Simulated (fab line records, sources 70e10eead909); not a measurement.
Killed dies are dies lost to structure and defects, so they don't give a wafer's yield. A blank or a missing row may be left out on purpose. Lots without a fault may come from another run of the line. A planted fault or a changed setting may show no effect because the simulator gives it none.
fab line records | flow nand_harc
record lots=6 wafers=18 last_day=24
route steps=1159 shown A_SGD_CUT@769 A_SLIT@779 END@1159
lots that met no fault: from a run of the same line without faults
start_h: hours from the record's first day to the start of the lot's first wafer shown | wait_h: hours since the lot's step before | " the same as in the row above | L1.1+2: a row that stands for several wafers | - no value, or no start given | * or withheld: withheld | < > ~ a bound
route shown NAME@n: a module of which the file shows steps, and the number in the route of the first | usual: mean/standard deviation of fault-free wafers | same: alike in all rows | chamber/n: place in a boat | sites: the reading at each site | _std_site: their standard deviation | _edge_site: outer sites' mean less inner sites' | radius_mm: how far each site lies from the wafer's centre | mask NAME#n: copy n | behind: the tool/chamber that last shaped the wafer | hold: why the lot was held/for how many hours/how that ended | device: the transistor (n, p or np) that didn't switch | end of line: the same wafers' tests at the end of the route | a step without rows: its recipe alone | killed: dies lost to structure and defects at the first sort, not the wafer's yield | map: a wafer's dies, x killed, . not, _ none there
set.NAME: the setting as run; set.NAME@STEP: as run at that earlier step | model.NAME: the simulator's own value behind a step, which no gauge read
lots at some steps of the route; a table a step, a row a wafer
services: from which hour (start_h, from the record's first day; less than 0 if before it) a tool's chamber was out of use, for how many hours, and why
## steps
# step NHARC_A_SGD_CUT_SRD_19
# step NHARC_A_SGD_CUT_DEP_20
# recipe target_thk_a=1500 temp_c=65 material=SiO2
# step NHARC_A_SGD_CUT_ANNEAL_27
# recipe temp_c=450 time_s=1800
# step NHARC_A_SGD_CUT_CMP_21
# recipe target_thk_nm=148.19
# usual edge_zone_pressure_frac=1.000/0.0053 motor_current_A=12.0/1 time_to_endpoint_s=51/3.2
# columns lot.wafer tool chamber start_h wait_h edge_zone_pressure_frac motor_current_A time_to_endpoint_s
L190.2 cmp-02 0 339.54 0.4 0.996 12.7 51
L190.1 " 2 " " 1.003 10.2 54
L190.3 " 3 " " 0.999 11.2 51
L192.3 cmp-03 1 359.35 0.4 1.003 10.7 54
L192.1 " 2 " " 1.002 12.9 47
L192.5 " 2 " " 0.999 13.5 48
L200.2 cmp-03 2 391.30 0.4 0.998 12.7 52
L200.1 " 3 " " 0.990 11.2 52
L200.3 " 0 " " 0.993 10.6 54
L198.4 cmp-02 0 397.30 0.4 1.005 13.8 52
L198.2 " 3 " " 1.004 11.1 52
L198.6 " 0 " " 1.007 12.8 51
L205.2 cmp-03 2 413.98 0.5 0.998 12.7 46
L205.6 " 1 " " 1.007 11.3 54
L205.5 " 2 " " 0.994 12.8 47
L207.4 cmp-02 2 422.53 0.4 0.996 10.7 51
L207.3 " 0 " " 0.998 13.9 53
L207.6 " 2 " " 0.994 10.6 51
# step NHARC_A_SGD_CUT_THK_MEAS_22
# recipe thk_meas_gauge=ellipsometry
# usual thk_nm=148.1/1.6
# columns lot.wafer tool chamber start_h wait_h thk_nm
L190.1 film_metro-02 - 339.80 0.2 149.4
L190.2 " - " " 148.6
L190.3 " - " " 147.1
L192.1 film_metro-01 - 359.61 0.2 145.5
L192.3 " - " " 151.2
L192.5 " - " " 146.2
L200.1 film_metro-02 - 391.53 0.2 147.5
L200.2 " - " " 147.3
L200.3 " - " " 147.6
L198.2 film_metro-02 - 397.56 0.2 145.5
L198.4 " - " " 147.1
L198.6 " - " " 149.6
L205.2 film_metro-02 - 414.21 0.2 148.5
L205.5 " - " " 145.7
L205.6 " - " " 147.2
L207.3 film_metro-02 - 422.77 0.2 149.9
L207.4 " - " " 148.4
L207.6 " - " " 151.0
# step NHARC_A_SGD_CUT_SRD_23
# step NHARC_A_SGD_CUT_ETCH_26
# recipe target_depth_a=458 chemistry=dHF material=SiO2
# step NHARC_A_SGD_CUT_ETCHBACK_24
# recipe target_depth_a=500 over_etch_frac=0.3 time_s=92.857 ion_energy_ev=120 ch3f_flow_sccm=50 o2_flow_sccm=30 ar_flow_sccm=200 rf_w=500 bias_w=100 chemistry=CH3F/O2
# usual drypump_motor_current_A=5.7/0.46 oes_product_au=0.97/0.032 rf_vpp_V=244.3/1.8 showerhead_plenum_p_Torr=2.45/0.12 throttle_valve_pct=20.664/0.0093
# columns lot.wafer tool chamber start_h wait_h drypump_motor_current_A oes_product_au rf_hours_counter_h rf_vpp_V showerhead_plenum_p_Torr throttle_valve_pct
L190.2 rie_diel-01 3 340.10 0.2 6.2 0.94 2 244.9 2.50 20.670
L190.3 " 0 " " 5.6 0.93 2 245.2 2.40 20.673
L190.1 " 2 " " 5.6 0.93 3 243.3 2.31 20.668
L192.3 rie_diel-11 0 359.84 0.1 6.2 1.00 15 241.6 2.32 20.656
L192.1 " 3 " " 5.0 0.99 14 246.8 2.62 20.671
L192.5 " 3 " " 5.0 0.98 - 246.9 2.62 20.663
L200.2 rie_diel-11 1 391.75 0.1 6.0 0.94 1 241.3 2.29 20.680
L200.1 " 2 " " 5.3 0.92 1 247.1 2.61 20.652
L200.3 " 0 " " 6.2 0.92 1 241.0 2.32 20.668
L198.4 rie_diel-05 1 397.78 0.1 5.1 0.92 4 245.6 2.52 20.678
L198.2 " 0 " " 5.4 0.95 3 244.4 2.48 20.667
L198.6 " 1 " " 5.2 0.94 - 245.8 2.52 20.654
L205.2 rie_diel-01 2 414.47 0.2 5.6 0.99 10 242.7 2.30 20.641
L205.6 " 0 " " 5.6 1.01 - 243.7 2.40 20.657
L205.5 " 1 " " 5.3 0.99 - 240.6 2.34 20.659
L207.3 rie_diel-11 2 423.00 0.2 5.3 0.99 4 245.7 2.61 20.656
L207.4 " 1 " " 6.0 1.00 4 241.2 2.29 20.671
L207.6 " 2 " " 5.2 1.00 - 245.7 2.61 20.664
# step NHARC_A_SGD_CUT_STRIP_28
# recipe time_s=20 o2_flow_sccm=500 ar_flow_sccm=0 bias_w=0 chemistry=O2
# usual drypump_motor_current_A=5.7/0.46 oes_product_au=0.998/0.0096 rf_vpp_V=57.8/0.9 showerhead_plenum_p_Torr=3.51/0.16 throttle_valve_pct=17.036/0.0098
# columns lot.wafer tool chamber start_h wait_h drypump_motor_current_A oes_product_au rf_hours_counter_h rf_vpp_V showerhead_plenum_p_Torr throttle_valve_pct
L190.1 rie_diel-01 2 - - 5.6 0.987 3 56.9 3.32 17.047
L190.2 " 0 " " 5.6 0.997 3 56.9 3.45 17.033
L190.3 " 1 " " 5.4 0.993 3 56.2 3.37 17.040
L192.1 rie_diel-11 1 360.01 0.1 6.0 0.995 14 58.1 3.30 17.043
L192.3 " 3 " " 5.0 0.991 14 58.9 3.76 17.051
L192.5 " 0 " " 6.2 1.005 - 57.2 3.34 17.041
L200.2 rie_diel-11 3 - - 5.0 1.015 1 56.9 3.76 17.024
L200.1 " 1 " " 6.0 1.017 1 58.1 3.30 17.043
L200.3 " 2 " " 5.3 1.007 1 58.3 3.74 17.030
L198.2 rie_diel-05 3 - - 5.9 1.002 3 56.8 3.67 17.037
L198.4 " 2 " " 6.4 0.992 4 58.1 3.41 17.035
L198.6 " 0 " " 5.3 1.009 - 58.2 3.56 17.033
L205.2 rie_diel-01 2 - - 5.6 0.993 10 57.5 3.32 17.049
L205.5 " 3 " " 6.3 1.001 - 56.6 3.58 17.049
L205.6 " 0 " " 5.6 1.003 - 57.2 3.45 17.033
L207.4 rie_diel-11 3 - - 5.0 0.985 5 59.1 3.76 17.037
L207.3 " 0 " " 6.2 0.998 4 56.4 3.34 17.048
L207.6 " 1 " " 6.0 1.004 - 57.5 3.29 17.054
# step NHARC_A_SGD_CUT_INSPECT_25
# usual raw_defect_count=305/78
# columns lot.wafer tool chamber start_h wait_h raw_defect_count
L190.1 defect_inspect-01 - 340.42 - 281
L190.2 " - " " 288
L190.3 " - " " 265
L192.1 defect_inspect-01 - 360.11 - 426
L192.3 " - " " 345
L192.5 " - " " 296
L200.1 defect_inspect-02 - 392.05 - 485
L200.2 " - " " 273
L200.3 " - " " 202
L198.2 defect_inspect-01 - 398.03 - 294
L198.4 " - " " 252
L198.6 " - " " 262
L205.2 defect_inspect-01 - 414.68 - 398
L205.5 " - " " 393
L205.6 " - " " 339
L207.3 defect_inspect-01 - 423.24 - 362
L207.4 " - " " 342
L207.6 " - " " 307
# step NHARC_A_SLIT_DEP_25
# recipe target_thk_a=2000 temp_c=400 pressure_torr=6.5 rf_w=900 teos_flow_sccm=161.4 flow_sccm=2650 target_thk_nm=200 gas=O2 material=SiO2
# usual chamber_pressure_Torr=6.499/0.015 flow_sccm=2650/7.7 heater_power_w=528/72 mfc_precursor_sccm=161.4/0.52 throttle_valve_pct=15.9/0.52
# columns lot.wafer tool chamber start_h wait_h chamber_pressure_Torr flow_sccm heater_power_w mfc_precursor_sccm throttle_valve_pct
L190.1 pecvd-03 0 340.98 0.6 6.487 2640 378 161.0 16.0
L190.2 " 2 " " 6.503 2637 579 162.2 15.7
L190.3 " 2 " " 6.516 2640 580 162.0 15.5
L192.1 pecvd-02 1 360.19 0.1 6.491 2654 551 161.5 16.5
L192.3 " 0 " " 6.484 2655 539 159.9 16.2
L192.5 " 0 " " 6.483 2662 548 160.8 16.1
L200.3 pecvd-04 1 392.11 0.1 6.493 2642 458 160.3 16.1
L200.2 " 2 " " 6.486 2645 579 161.0 16.3
L200.1 " 0 " " 6.524 2666 484 161.6 15.5
L198.2 pecvd-02 1 398.13 0.1 6.490 2640 596 161.2 16.6
L198.4 " 0 " " 6.487 2657 579 162.2 16.5
L198.6 " 1 " " 6.490 2640 439 161.2 16.8
L205.2 pecvd-03 1 414.98 0.3 6.481 2654 462 161.4 15.4
L205.6 " 2 " " 6.503 2638 545 162.0 15.8
L205.5 " 0 " " 6.505 2635 483 162.0 16.1
L207.3 pecvd-03 1 423.38 0.1 6.489 2642 483 161.7 16.0
L207.4 " 2 " " 6.517 2655 576 161.1 15.9
L207.6 " 1 " " 6.496 2653 465 162.8 15.6
# step NHARC_A_SLIT_DEP_00
# recipe target_thk_a=32000 temp_c=400 material=aC
# usual susceptor_temp_C=400.01/0.19 throttle_valve_pct=35.001/0.0092
# columns lot.wafer tool chamber start_h wait_h susceptor_temp_C throttle_valve_pct
L190.1 acl_dep-03 0 343.87 2.8 - 35.001
L190.2 " 0 " " - 35.018
L190.3 " 0 " " - 34.991
L192.1 acl_dep-03 0 363.95 - 400.05 34.995
L192.3 " 0 " " 400.05 35.010
L192.5 " 0 " " 400.56 34.986
L200.1 acl_dep-01 0 392.45 - - 34.989
L200.2 " 0 " " - 35.002
L200.3 " 0 " " - 34.997
L198.2 acl_dep-01 0 398.76 - - 34.995
L198.4 " 0 " " - 35.008
L198.6 " 0 " " - 35.000
L205.2 acl_dep-01 0 422.26 - 400.06 35.010
L205.5 " 0 " " 400.12 34.997
L205.6 " 0 " " 399.94 35.002
L207.3 acl_dep-01 0 427.63 - 400.08 34.995
L207.4 " 0 " " 400.01 34.998
L207.6 " 0 " " 400.13 35.011
# step NHARC_A_SLIT_DEP_23
# recipe target_thk_a=1000 target_thk_nm=100 temp_c=400 pressure_torr=3.5 flow_sccm=200 rf_w=350 material=SiON
# usual chamber_pressure_Torr=3.501/0.0083 heater_power_outer_w=437/62 heater_power_w=720/89
# columns lot.wafer tool chamber start_h wait_h chamber_pressure_Torr heater_power_outer_w heater_power_w
L190.3 pecvd-03 2 345.83 1.0 3.497 331 643
L190.1 " 0 " " 3.506 456 674
L190.2 " 1 " " 3.490 421 680
L192.3 pecvd-02 1 365.98 1.0 3.502 407 730
L192.1 " 2 " " 3.500 556 917
L192.5 " 1 " " 3.495 417 730
L200.1 pecvd-02 0 394.42 1.6 - - -
L200.2 " 1 " " - - -
L200.3 " 2 " " - - -
L198.2 pecvd-03 0 400.46 1.4 - - -
L198.6 " 2 " " - - -
L198.4 " 0 " " - - -
L205.2 pecvd-02 2 423.95 1.4 3.490 490 823
L205.5 " 1 " " 3.518 382 668
L205.6 " 0 " " 3.508 531 827
L207.3 pecvd-03 2 428.99 1.0 3.518 418 724
L207.6 " 1 " " 3.497 396 673
L207.4 " 2 " " 3.501 408 766
# step NHARC_A_SLIT_DEHYDRATE_01
# recipe temp_c=150 time_s=120
# step NHARC_END_SORT_01
# recipe temp_c=25
# usual killed_at_array=29/9.4 killed_at_other=0.7/1.3 killed_at_periphery=2.9/2.1 killed_dies=32/9 killed_open=3.3/1.8 killed_short=1.9/1.4
# same gross_dies=677
# columns lot.wafer tool chamber start_h wait_h hold killed_at_array killed_at_other killed_at_periphery killed_dies killed_open killed_short
L190.1 prober-02 0 486.97 2.5 - 21 0 2 23 3 1
L190.2 prober-02 0 487.77 2.8 - 29 1 3 33 1 3
L190.3 prober-02 0 488.57 3.1 - 26 0 4 30 4 2
L192.1 prober-01 0 495.49 2.5 - 28 0 0 28 3 2
L192.3 prober-01 0 497.09 3.1 - 15 0 1 16 2 3
L192.5 prober-01 0 498.69 3.7 - 18 0 2 20 3 1
L200.1 prober-01 0 518.77 2.5 await_dispo/4.8h/scrap 670 4 3 677 1 6
L200.2 prober-01 0 519.58 2.8 await_dispo/4.8h/scrap 670 1 6 677 5 4
L200.3 prober-01 0 520.38 3.1 await_dispo/4.8h/scrap 673 1 3 677 3 2
L198.2 prober-02 0 520.32 2.8 await_dispo/4.2h/scrap 677 0 0 677 1 1
L198.4 prober-02 0 521.92 3.4 await_dispo/4.2h/scrap 675 0 2 677 2 1
L198.6 prober-02 0 523.52 4.0 await_dispo/4.2h/scrap 677 0 0 677 3 1
L205.2 prober-02 0 564.30 2.8 - 35 0 2 37 7 0
L205.5 prober-02 0 566.68 3.7 - 33 0 3 36 4 1
L205.6 prober-02 0 567.47 4.0 - 38 0 3 41 5 1
L207.3 prober-02 0 572.91 3.1 - 28 0 1 29 3 1
L207.4 prober-02 0 573.71 3.4 - 26 0 1 27 3 0
L207.6 prober-02 0 575.31 4.0 - 41 0 2 43 4 2
# killed by level:class
L190.1 A_CHANNEL_HOLE_D1:chamber_film_flake=13 A_STAIRCASE:chamber_film_flake=3 P_M0:geometric_particle:open=2 A_CONTACT:chamber_film_flake=2 A_WL_FILL:geometric_particle:short=1 A_CONTACT:geometric_particle:open=1 A_ZERO_WELL:chamber_film_flake=1
L190.2 A_CHANNEL_HOLE_D1:chamber_film_flake=15 A_STAIRCASE:chamber_film_flake=5 A_CONTACT:chamber_film_flake=3 A_CONTACT:geometric_particle:short=2 A_WL_FILL:chamber_film_flake=2 P_GATE:geometric_particle:short=1 A_CONTACT:geometric_particle:open=1 P_STI:chamber_film_flake=1
L190.3 A_CHANNEL_HOLE_D1:chamber_film_flake=10 A_CONTACT:chamber_film_flake=5 A_STAIRCASE:chamber_film_flake=4 P_M0:geometric_particle:short=2 A_ZERO_WELL:chamber_film_flake=2 P_M0:geometric_particle:open=1 A_CONTACT:geometric_particle:open=1 A_BLC:geometric_particle:open=1
L192.1 A_CHANNEL_HOLE_D1:chamber_film_flake=7 A_STAIRCASE:chamber_film_flake=5 A_SGD_CUT:chamber_film_flake=4 A_WL_FILL:chamber_film_flake=3 A_CONTACT:chamber_film_flake=3 A_ONON_D1:geometric_particle:short=1 A_ONON_D1:geometric_particle:open=1 A_WL_FILL:geometric_particle:short=1
L192.3 A_CHANNEL_HOLE_D1:chamber_film_flake=6 A_CONTACT:chamber_film_flake=3 A_CONTACT:geometric_particle:open=2 A_STAIRCASE:chamber_film_flake=2 P_M0:geometric_particle:short=1 A_CONTACT:geometric_particle:short=1 A_M0:geometric_particle:short=1
L192.5 A_CHANNEL_HOLE_D1:chamber_film_flake=4 A_STAIRCASE:chamber_film_flake=4 A_SGD_CUT:chamber_film_flake=4 A_CONTACT:chamber_film_flake=2 P_M0:geometric_particle:open=1 P_M1:geometric_particle:open=1 A_ONON_D1:geometric_particle:short=1 A_ONON_D1:geometric_particle:open=1
L200.1 A_SLIT:area_dep=655 A_CONTACT:chamber_film_flake=6 A_CHANNEL_HOLE_D1:chamber_film_flake=5 STARTING-WAFER:geometric_particle:short=2 THIN_TSV:chamber_film_flake=2 P_CONTACT:geometric_particle:short=1 P_M0:geometric_particle:short=1 A_ONON_D1:geometric_particle:short=1
L200.2 A_SLIT:area_dep=652 A_CHANNEL_HOLE_D1:chamber_film_flake=6 A_CONTACT:chamber_film_flake=3 P_BONDPAD:chamber_film_flake=2 P_STI:geometric_particle:short=1 P_CONTACT:geometric_particle:short=1 P_M0:geometric_particle:short=1 P_M1:geometric_particle:short=1
L198.2 A_SLIT:area_dep=644 A_CHANNEL_HOLE_D1:chamber_film_flake=17 A_SLIT:chamber_film_flake=12 A_CHANNEL_FILL_D1:chamber_film_flake=2 A_SOURCE_PLATE:geometric_particle:short=1 A_ONON_D1:geometric_particle:open=1
L200.3 A_SLIT:area_dep=653 A_CHANNEL_HOLE_D1:chamber_film_flake=5 A_CONTACT:chamber_film_flake=4 A_STAIRCASE:chamber_film_flake=3 A_CONTACT:geometric_particle:short=2 P_BONDPAD:chamber_film_flake=2 A_SGD_CUT:chamber_film_flake=2 P_M1:geometric_particle:open=1
L198.4 A_SLIT:area_dep=645 A_SLIT:chamber_film_flake=14 A_CHANNEL_HOLE_D1:chamber_film_flake=10 A_CHANNEL_FILL_D1:chamber_film_flake=2 A_WL_FILL:chamber_film_flake=2 P_CONTACT:geometric_particle:open=1 P_M2:geometric_particle:open=1 A_WL_FILL:geometric_particle:short=1
L198.6 A_SLIT:area_dep=640 A_SLIT:chamber_film_flake=17 A_CHANNEL_HOLE_D1:chamber_film_flake=14 A_ONON_D1:geometric_particle:open=1 A_CHANNEL_FILL_D1:geometric_particle:open=1 A_SGD_CUT:geometric_particle:open=1 A_WL_FILL:geometric_particle:short=1 A_CHANNEL_FILL_D1:chamber_film_flake=1
L205.2 A_SLIT:chamber_film_flake=17 A_CONTACT:chamber_film_flake=7 A_CHANNEL_HOLE_D1:chamber_film_flake=6 P_CONTACT:geometric_particle:open=2 A_M1:geometric_particle:open=2 A_CHANNEL_HOLE_D1:geometric_particle:open=1 A_WL_FILL:geometric_particle:open=1 A_CONTACT:geometric_particle:open=1
L205.5 A_SLIT:chamber_film_flake=14 A_CHANNEL_HOLE_D1:chamber_film_flake=10 A_CONTACT:chamber_film_flake=3 A_WL_FILL:chamber_film_flake=2 P_GATE:geometric_particle:open=1 P_M2:geometric_particle:open=1 A_CONTACT:geometric_particle:short=1 A_CONTACT:geometric_particle:open=1
L205.6 A_SLIT:chamber_film_flake=20 A_CHANNEL_HOLE_D1:chamber_film_flake=10 A_CONTACT:chamber_film_flake=4 A_CONTACT:geometric_particle:open=2 P_CONTACT:geometric_particle:open=1 P_M0:geometric_particle:short=1 P_M1:geometric_particle:open=1 A_SOURCE_PLATE:geometric_particle:open=1
L207.3 A_CHANNEL_HOLE_D1:chamber_film_flake=23 P_GATE:geometric_particle:open=1 A_CONTACT:geometric_particle:open=1 A_M1:geometric_particle:short=1 A_M1:geometric_particle:open=1 A_STAIRCASE:chamber_film_flake=1 A_CONTACT:chamber_film_flake=1
L207.4 A_CHANNEL_HOLE_D1:chamber_film_flake=14 A_CONTACT:chamber_film_flake=5 A_STAIRCASE:chamber_film_flake=2 A_WL_FILL:chamber_film_flake=2 P_GATE:geometric_particle:open=1 A_CHANNEL_HOLE_D1:geometric_particle:open=1 A_CONTACT:geometric_particle:open=1 A_ZERO_WELL:chamber_film_flake=1
L207.6 A_CHANNEL_HOLE_D1:chamber_film_flake=30 A_ZERO_WELL:chamber_film_flake=3 A_CONTACT:chamber_film_flake=3 A_CONTACT:geometric_particle:short=2 P_STI:geometric_particle:open=1 P_M0:geometric_particle:open=1 A_CHANNEL_FILL_D1:geometric_particle:open=1 A_WL_FILL:geometric_particle:open=1
# map L198.2 (x killed, . not)
____________x____________
_________xxxxxxx_________
_______xxxxxxxxxxx_______
______xxxxxxxxxxxxx______
_____xxxxxxxxxxxxxxx_____
____xxxxxxxxxxxxxxxxx____
____xxxxxxxxxxxxxxxxx____
___xxxxxxxxxxxxxxxxxxx___
___xxxxxxxxxxxxxxxxxxx___
__xxxxxxxxxxxxxxxxxxxxx__
__xxxxxxxxxxxxxxxxxxxxx__
_xxxxxxxxxxxxxxxxxxxxxxx_
_xxxxxxxxxxxxxxxxxxxxxxx_
_xxxxxxxxxxxxxxxxxxxxxxx_
_xxxxxxxxxxxxxxxxxxxxxxx_
_xxxxxxxxxxxxxxxxxxxxxxx_
xxxxxxxxxxxxxxxxxxxxxxxxx
xxxxxxxxxxxxxxxxxxxxxxxxx
xxxxxxxxxxxxxxxxxxxxxxxxx
xxxxxxxxxxxxxxxxxxxxxxxxx
xxxxxxxxxxxxxxxxxxxxxxxxx
_xxxxxxxxxxxxxxxxxxxxxxx_
_xxxxxxxxxxxxxxxxxxxxxxx_
_xxxxxxxxxxxxxxxxxxxxxxx_
_xxxxxxxxxxxxxxxxxxxxxxx_
_xxxxxxxxxxxxxxxxxxxxxxx_
__xxxxxxxxxxxxxxxxxxxxx__
__xxxxxxxxxxxxxxxxxxxxx__
___xxxxxxxxxxxxxxxxxxx___
___xxxxxxxxxxxxxxxxxxx___
____xxxxxxxxxxxxxxxxx____
____xxxxxxxxxxxxxxxxx____
_____xxxxxxxxxxxxxxx_____
______xxxxxxxxxxxxx______
_______xxxxxxxxxxx_______
_________xxxxxxx_________
____________x____________
# map L200.1 (x killed, . not)
____________x____________
_________xxxxxxx_________
_______xxxxxxxxxxx_______
______xxxxxxxxxxxxx______
_____xxxxxxxxxxxxxxx_____
____xxxxxxxxxxxxxxxxx____
____xxxxxxxxxxxxxxxxx____
___xxxxxxxxxxxxxxxxxxx___
___xxxxxxxxxxxxxxxxxxx___
__xxxxxxxxxxxxxxxxxxxxx__
__xxxxxxxxxxxxxxxxxxxxx__
_xxxxxxxxxxxxxxxxxxxxxxx_
_xxxxxxxxxxxxxxxxxxxxxxx_
_xxxxxxxxxxxxxxxxxxxxxxx_
_xxxxxxxxxxxxxxxxxxxxxxx_
_xxxxxxxxxxxxxxxxxxxxxxx_
xxxxxxxxxxxxxxxxxxxxxxxxx
xxxxxxxxxxxxxxxxxxxxxxxxx
xxxxxxxxxxxxxxxxxxxxxxxxx
xxxxxxxxxxxxxxxxxxxxxxxxx
xxxxxxxxxxxxxxxxxxxxxxxxx
_xxxxxxxxxxxxxxxxxxxxxxx_
_xxxxxxxxxxxxxxxxxxxxxxx_
_xxxxxxxxxxxxxxxxxxxxxxx_
_xxxxxxxxxxxxxxxxxxxxxxx_
_xxxxxxxxxxxxxxxxxxxxxxx_
__xxxxxxxxxxxxxxxxxxxxx__
__xxxxxxxxxxxxxxxxxxxxx__
___xxxxxxxxxxxxxxxxxxx___
___xxxxxxxxxxxxxxxxxxx___
____xxxxxxxxxxxxxxxxx____
____xxxxxxxxxxxxxxxxx____
_____xxxxxxxxxxxxxxx_____
______xxxxxxxxxxxxx______
_______xxxxxxxxxxx_______
_________xxxxxxx_________
____________x____________
## services
# columns tool chamber start_h hours kind
rie_diel-11 0 321.00 - clean
rie_diel-11 1 321.00 - clean
rie_diel-11 3 321.95 3.2 repair
cmp-02 - 324.54 4.0 pm
rie_diel-01 0 332.69 2.6 repair
pecvd-02 - 334.32 13.0 pm
pecvd-03 - 336.87 1.7 repair
rie_diel-05 - 340.60 9.0 pm
rie_diel-01 1 342.34 2.6 repair
rie_diel-01 3 342.38 15.7 repair
rie_diel-01 0 345.56 6.6 repair
cmp-03 - 347.80 1.2 repair
cmp-03 - 352.22 4.0 pm
rie_diel-11 2 352.77 8.5 repair
cmp-02 - 366.11 5.5 repair
rie_diel-11 - 366.50 9.0 pm
cmp-02 - 372.02 1.8 repair
pecvd-04 - 376.27 13.0 pm
cmp-03 - 389.89 1.0 repair
pecvd-04 0 394.79 4.1 repair
acl_dep-03 - 407.81 13.0 pm
cmp-02 - 422.66 4.0 pm
pecvd-04 0 424.00 3.4 repair
rie_diel-11 0 426.37 15.6 repair
## key
first_sign step=NHARC_A_SLIT_DEP_23 reading=tool_record direction=missing
effect step=NHARC_END_SORT_01 reading=killed_dies direction=up sigmas=72 usual=32 struck=677
more_kills_born_at NHARC_A_SLIT_DEP_23@pecvd-02=1960 NHARC_A_SLIT_DEP_23@pecvd-03=1929
met_at NHARC_A_SLIT_DEP_23
struck_wafers L198.2,L198.4,L198.6,L200.1,L200.2,L200.3
later_rows_left_out L198.2,L198.4,L198.6,L200.1,L200.2,L200.3
tester_left_out L198,L200
onset_between 365.98 394.42
fault kind=skipped_step_whole tool=pecvd-02,pecvd-03 chamber=- onset_h=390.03 steps=NHARC_A_SLIT_DEP_23 scope=struck_lots_only
# tester_left_out: of these lots the tester's yield and bins aren't shown, on N5 and GAA mostly nor the transistor test; their killed dies are dies lost to structure and defects alone, not to doping, threshold or leakage, so they don't give the yield
# later_rows_left_out: the simulator's readings of these wafers behind a module that went badly wrong aren't trusted and aren't shown, but for the sort
